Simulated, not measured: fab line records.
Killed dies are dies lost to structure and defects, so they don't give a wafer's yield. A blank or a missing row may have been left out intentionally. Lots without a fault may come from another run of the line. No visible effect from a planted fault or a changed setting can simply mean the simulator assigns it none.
Split-lot study | flow n5_finfet | route with 1938 steps; 7 lots, 21 wafers read

== THE SPLIT ==
At N5_DUMMY_GATE_COAT_28 (time 60 s, resist thk 10 nm), the setting spin_rpm was moved away from the recipe's 1500 rpm on 6 of the 21 wafers read, by -9.6% to +3.7%. This setting was run at the recipe's value on the other wafers.

The reading comes from the split's own step.

== THE READING ==
underlayer_of_DUMMY_GATE_COAT_28.thk_nm (the simulator's own value, which no gauge read), in nm, at N5_DUMMY_GATE_COAT_28 (time 60 s, resist thk 10 nm). The file does not state a usual value for it.

wafer  | tool, chamber at the split | spin_rpm as run, rpm | against the recipe | underlayer_of_DUMMY_GATE_COAT_28.thk_nm, nm | against lot-mates on the recipe
L079.1 | litho_track-02, 0          | 1500                 | recipe             | 10                                          | -
L079.2 | litho_track-02, 0          | 1500                 | recipe             | 10                                          | -
L079.6 | litho_track-02, 0          | 1500                 | recipe             | 10                                          | -
L080.2 | litho_track-02, 0          | 1500                 | recipe             | 10                                          | -
L080.3 | litho_track-02, 0          | 1500                 | recipe             | 10                                          | -
L080.5 | litho_track-02, 0          | 1500                 | recipe             | 10                                          | -
L082.2 | litho_track-01, 0          | 1500                 | recipe             | 10                                          | -
L082.3 | litho_track-01, 0          | 1431                 | -4.6%              | 10.2                                        | +0.2
L082.5 | litho_track-01, 0          | 1431                 | -4.6%              | 10.2                                        | +0.2
L085.1 | litho_track-02, 0          | 1500                 | recipe             | 10                                          | -
L085.2 | litho_track-02, 0          | 1500                 | recipe             | 10                                          | -
L085.5 | litho_track-02, 0          | 1356                 | -9.6%              | 10.6                                        | +0.6
L093.2 | litho_track-04, 0          | 1500                 | recipe             | 10                                          | -
L093.4 | litho_track-04, 0          | 1556                 | +3.7%              | 9.8                                         | -0.2
L093.5 | litho_track-04, 0          | 1556                 | +3.7%              | 9.8                                         | -0.2
L094.1 | litho_track-01, 0          | 1500                 | recipe             | 10                                          | -
L094.3 | litho_track-01, 0          | 1500                 | recipe             | 10                                          | -
L094.5 | litho_track-01, 0          | 1500                 | recipe             | 10                                          | -
L097.2 | litho_track-02, 0          | 1383                 | -7.8%              | 10.4                                        | +0.4
L097.3 | litho_track-02, 0          | 1500                 | recipe             | 10                                          | -
L097.6 | litho_track-02, 0          | 1500                 | recipe             | 10                                          | -

THE FIT
A straight line over all 21 wafers: underlayer_of_DUMMY_GATE_COAT_28.thk_nm changes by -0.0549 nm for each +1% of spin_rpm; r = -0.99; the points scatter about the line by 0.025 nm.
The same after taking each lot's own level away (the mean of its wafers on the recipe; 21 wafers): -0.0549 nm for each +1%; r = -0.99; scatter 0.025 nm.
On that fit, the largest move of spin_rpm shifts the reading by 0.53 nm.
The lots' own levels span 10.00 to 10.00 nm.
The two slopes are in agreement: the lot-to-lot level therefore moves the slope only a little.
Check: +0.472 nm against its lot-mates is what the line predicts for one of the wafers moved furthest among these (-9.6%) when that wafer is left out of the fit. Against them it came out at +0.6 nm.

== THE OTHER SPLITS THESE WAFERS WENT THROUGH ==
These wafers also went through other splits before the reading. Each is held against what the fit with the lots' levels taken away leaves over:
other split on the same wafers          | wafers away from the commonest value | r with underlayer_of_DUMMY_GATE_COAT_28.thk_nm (lot level and that fit taken away)
N5_ZERO_LAYER_EXPOSE_08 dose_mj         | 7                                    | -0.10
N5_ZERO_LAYER_DEVELOP_10 develop_time_s | 3                                    | +0.04
N5_WELL_APT_EXPOSE_05 dose_mj           | 6                                    | +0.45
N5_WELL_APT_PEB_06 peb_time_s           | 5                                    | +0.25
N5_FIN_SAQP_PECVD_06 time_s             | 5                                    | -0.21
N5_FIN_SAQP_PEB_14 peb_time_s           | 9                                    | -0.33
N5_FIN_CUT_ETCH_21 time_s               | 5                                    | -0.08
N5_FIN_CUT_CUT_ETCH_15 bias_w           | as run: not given for these wafers   | -

== FILE'S OWN FIT ==
underlayer_of_DUMMY_GATE_COAT_28.thk_nm changes by -0.0561 nm for each +1% of spin_rpm, r = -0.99.
